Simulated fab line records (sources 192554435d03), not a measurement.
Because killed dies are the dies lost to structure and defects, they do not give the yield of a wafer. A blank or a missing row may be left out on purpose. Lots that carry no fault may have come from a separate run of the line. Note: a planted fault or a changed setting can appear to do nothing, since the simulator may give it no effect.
Which tool did it? ; flow n5_finfet ; Sampling: 12 lots, 36 wafers, 3 of 1938 route steps

== WHAT THE GAUGES READ, wafer by wafer ==
N5_FIN_SAQP_CD_MEAS_16: target cd 35.6 nm.
lot;measured;on;cd_nm (nm)
L075;day 2 05:55;cd_sem-02;35.42 35.76 35.59
L077;day 2 18:00;cd_sem-03;35.23 35.06 35.29
L079;day 3 05:44;cd_sem-01;35.68 35.77 35.59
L081;day 3 16:14;cd_sem-01;35.49 35.02 34.99
L083;day 4 03:39;cd_sem-02;35.59 35.20 35.30
L085;day 4 15:49;cd_sem-03;35.65 35.44 35.08
L087;day 5 04:00;cd_sem-01;35.43 34.86 35.48
L089;day 5 15:54;cd_sem-03;35.35 34.86 35.30
L091;day 6 04:00;cd_sem-02;35.38 35.56 35.08
L093;day 6 15:54;cd_sem-03;35.59 35.93 35.98
L095;day 7 05:13;cd_sem-01;35.95 35.72 35.84
L097;day 7 16:28;cd_sem-01;35.67 35.78 35.74

== TOOL THAT RAN EACH LOT (tool first, then ch and the chambers of the sampled wafers, then the start) ==
lot;N5_PMOS_HMC_CHANNEL_EPI_CMP_21;N5_FIN_SAQP_PECVD_48
L075;cmp-01 ch 0,2,3, day 2 02:42;pecvd-01 ch 0,1,2, day 2 04:29
L077;cmp-01 ch 0,2, day 2 15:07;pecvd-01 ch 0,1,2, day 2 17:23
L079;cmp-03 ch 0,3, day 3 03:47;pecvd-03 ch 0,1,2, day 3 05:15
L081;cmp-02 ch 0,1,3, day 3 14:11;pecvd-01 ch 0,1,2, day 3 15:44
L083;cmp-02 ch 0,1,2, day 4 01:32;pecvd-01 ch 0,2, day 4 03:02
L085;cmp-03 ch 1,2, day 4 13:44;pecvd-03 ch 0,1,2, day 4 15:19
L087;cmp-02 ch 1,2,3, day 5 01:46;pecvd-03 ch 1,2, day 5 03:23
L089;cmp-03 ch 0,1,2, day 5 13:54;pecvd-03 ch 1,2, day 5 15:25
L091;cmp-02 ch 0,2,3, day 6 01:53;pecvd-04 ch 0,1, day 6 03:23
L093;cmp-03 ch 0,1,2, day 6 13:32;pecvd-01 ch 0,1, day 6 15:17
L095;cmp-01 ch 0,2,3, day 7 02:59;pecvd-01 ch 0,1, day 7 04:37
L097;cmp-01 ch 2,3, day 7 14:18;pecvd-03 ch 0,1, day 7 15:50
- N5_PMOS_HMC_CHANNEL_EPI_CMP_21: polishes SiGe30, target thk 54 nm.
- N5_FIN_SAQP_PECVD_48: deposits SiNx from SiH4/NH3/N2, target thk 25 nm, time 22.1 s.

== THE ANSWER, worked out from the rows above alone ==
Rule: what is usual is taken from the lots themselves. The widest of any qualifying gaps counts: lots, ordered by their means at a reading, are off when they make up no more than a third of the lots, leave a main group of 4 or more, and stand apart from it by 3 or more times the standard deviation of that group's means. A main group is skipped when, at the precision printed for the reading in the tables above, its means are all equal. A lot without any number at a reading at which 4 lots or more have one is off too. Where the step has rows for the other lots, those lots are counted as sound.
No lot is off on any of the readings shown, so nothing can be concluded from this.

== WHAT WAS PUT IN BY THE SIMULATOR ==
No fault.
